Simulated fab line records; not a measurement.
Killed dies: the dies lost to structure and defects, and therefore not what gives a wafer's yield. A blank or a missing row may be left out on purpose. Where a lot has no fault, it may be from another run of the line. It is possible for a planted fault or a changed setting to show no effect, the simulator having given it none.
Struck lot and sound lot, side by side || flow nand harc || 15 steps out of a route of 1302
Sound: these wafers, L673.2, L673.3, L673.4. The struck wafers were L676.2, L676.4, L676.6. The cause is given at the end.
At each step with rows: each side's tool, then ch and its chambers, then its first start. Under that, the readings that differ: sound wafers || struck wafers || difference of the means || sigmas: that difference in standard deviations of wafers without a fault.
alike: same words and numbers on both sides, and readings whose means sit less than 2 such deviations apart. not compared: any withheld reading, any reading some wafer has no value for, any bound like >300 that may hide the same value, and any number with overlapping values for which the record gives no deviation.
A row with sigmas, a row that says differs or no value, or rows on one side alone: a step with any of these is where the two part. Numbers that don't overlap but have no deviation are shown without sigmas and don't part them. Lack of a reading on every wafer of one side parts them only where that side has two or more wafers.

first, 1 step without rows for these wafers: NHARC_A_CHANNEL_HOLE_D2_ETCH_44 (etches the open film in CF4/O2, target depth 140 nm, overetch 14 nm, time 77 s).
NHARC_A_CHANNEL_HOLE_D2_STRIP_28: strips in O2.
  sound on rie diel-01 ch 2,3; struck on rie diel-10 ch 0,1,3
  alike: drypump motor current A, mfc ar sccm, oes product au, rf vpp V, showerhead plenum p Torr, throttle valve pct
  not compared: rf hours counter h
then, 2 steps without rows for these wafers: NHARC_A_CHANNEL_HOLE_D2_PRECLEAN_29 (cleans in SC1); NHARC_A_CHANNEL_HOLE_D2_SRD_30.
NHARC_A_CHANNEL_HOLE_D2_CD_MEAS_31:
  sound: cd sem-01 at day 16 16:30; struck: cd sem-03 at day 18 08:53
  alike: cd nm
NHARC_A_CHANNEL_HOLE_D2_XSEM_32:
  sound on xsem-02 ch 0, day 16 16:35; struck on xsem-01 ch 0, day 18 08:58
  alike: bot cd nm, bow nm, tilt deg
NHARC_A_CHANNEL_HOLE_D2_INSPECT_40:
  sound: defect inspect-02 at day 16 16:41; struck: defect inspect-02 at day 18 09:04
  alike: raw defect count
then, 3 steps without rows for these wafers: NHARC_A_CHANNEL_FILL_D2_PRECLEAN_00 (cleans in SC1); NHARC_A_CHANNEL_FILL_D2_SRD_01; NHARC_A_CHANNEL_FILL_D2_ALD_02 (deposits SiO2, target thk 6 nm, pulse time 10 s, ald cycles 60).
NHARC_A_CHANNEL_FILL_D2_ALD_03: deposits SiNx, target thk 6 nm, pulse time 60 s, ald cycles 58.
  sound on ald sin batch-02 ch 0; struck on ald sin batch-01 ch 0
  alike: precursor pulse height rel, susceptor temp C
NHARC_A_CHANNEL_FILL_D2_ALD_14: deposits SiO2, target thk 2.5 nm, pulse time 10 s, ald cycles 25.
  sound on ald hk-01 ch 1,2,3, day 17 00:16; struck on ald hk-01 ch 0,1,2, day 18 14:02
{"reading": "precursor pulse height rel", "sound": "1.037 1.003 1.024", "struck": "0.936 0.991 1.001", "difference": -0.045, "sigmas": -2}
  alike: heater power w, susceptor temp C
NHARC_A_CHANNEL_FILL_D2_ALD_15: deposits SiNx, target thk 2 nm, pulse time 60 s, ald cycles 19.
  sound on ald sin batch-03 ch 0, day 17 03:23; struck on ald sin batch-03 ch 0, day 18 16:54
{"reading": "susceptor temp C (C)", "sound": "630.12 630.23 630.22", "struck": "676.88 677.22 676.85", "difference": "+46.79", "sigmas": "+99 or more"}
  alike: precursor pulse height rel
NHARC_A_CHANNEL_FILL_D2_ALD_16: deposits SiO2, target thk 1.5 nm, pulse time 10 s, ald cycles 15.
  sound on ald hk-04 ch 1,2,3, day 17 05:26; struck on ald hk-02 ch 2,3, day 18 18:59
  alike: heater power w, precursor pulse height rel, susceptor temp C
following that, these wafers have no rows for 1 step: NHARC_END_SORT_01.

WHERE THEY PART
At NHARC_A_CHANNEL_FILL_D2_ALD_14 first; at NHARC_A_CHANNEL_FILL_D2_ALD_15 last (within this record only). Later steps at which nothing parts them and some readings are alike: NHARC_A_CHANNEL_FILL_D2_ALD_16.

WHY: whatever the simulator had introduced
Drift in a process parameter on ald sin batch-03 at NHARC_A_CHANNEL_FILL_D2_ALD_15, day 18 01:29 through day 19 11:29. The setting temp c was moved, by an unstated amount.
